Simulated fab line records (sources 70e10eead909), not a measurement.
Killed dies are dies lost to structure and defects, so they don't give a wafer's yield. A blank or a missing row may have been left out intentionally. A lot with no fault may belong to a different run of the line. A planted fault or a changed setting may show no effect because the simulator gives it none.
Chamber matching | flow nandHarc | NHARC_A_STAIRCASE_CMP_450 on cmp-02 has 4 sister chambers
The step polishes SiO2, target thk 200 nm. 7 wafers are shown with their chamber, then 7 later ones without.

## EACH WAFER AND ITS CHAMBER
wafer  | chamber | motorCurrentA (A)
L391.2 | 2       | 13.0
L391.5 | 1       | 12.3
L397.1 | 1       | 12.6
L397.2 | 2       | 13.5
L397.5 | 3       | 11.7
L398.1 | 3       | 11.7
L398.2 | 0       | 12.0

## WAFERS WITHOUT THEIR CHAMBER
wafer  | motorCurrentA (A)
L398.4 | 13.2
L399.1 | 11.2
L399.5 | 12.5
L399.6 | 12.4
L403.1 | 11.3
L403.2 | 12.0
L403.4 | 12.3

## EACH ONE'S CHAMBER
wafer  | from the rows above          | in truth
L398.4 | 2                            | 2
L399.1 | can't be placed: 3 or 0      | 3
L399.5 | can't be placed: 1 or 0      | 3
L399.6 | can't be placed: 1 or 0      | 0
L403.1 | can't be placed: 3 or 0      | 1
L403.2 | can't be placed: 0 or 3 or 1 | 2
L403.4 | can't be placed: 1 or 0 or 3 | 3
Correct placement for 1 of the 7. Unplaceable from these rows: 6, with the true chamber sitting among the candidates in 3. Wrongly placed: 0.
How it was worked out, from the rows above alone: a wafer's distance from a chamber is the root of the sum, over the readings, of the square of ((its reading less the chamber's mean) divided by the reading's scatter). If the next closest chamber is less than 2 further off than the closest, the wafer can't be placed; otherwise it belongs to the closest. For every chamber, the mean is computed from those of its wafers that are shown. The scatter: the root of (the sum of the squares of (reading less its chamber's mean) over the shown wafers, divided by (wafers less chambers)).
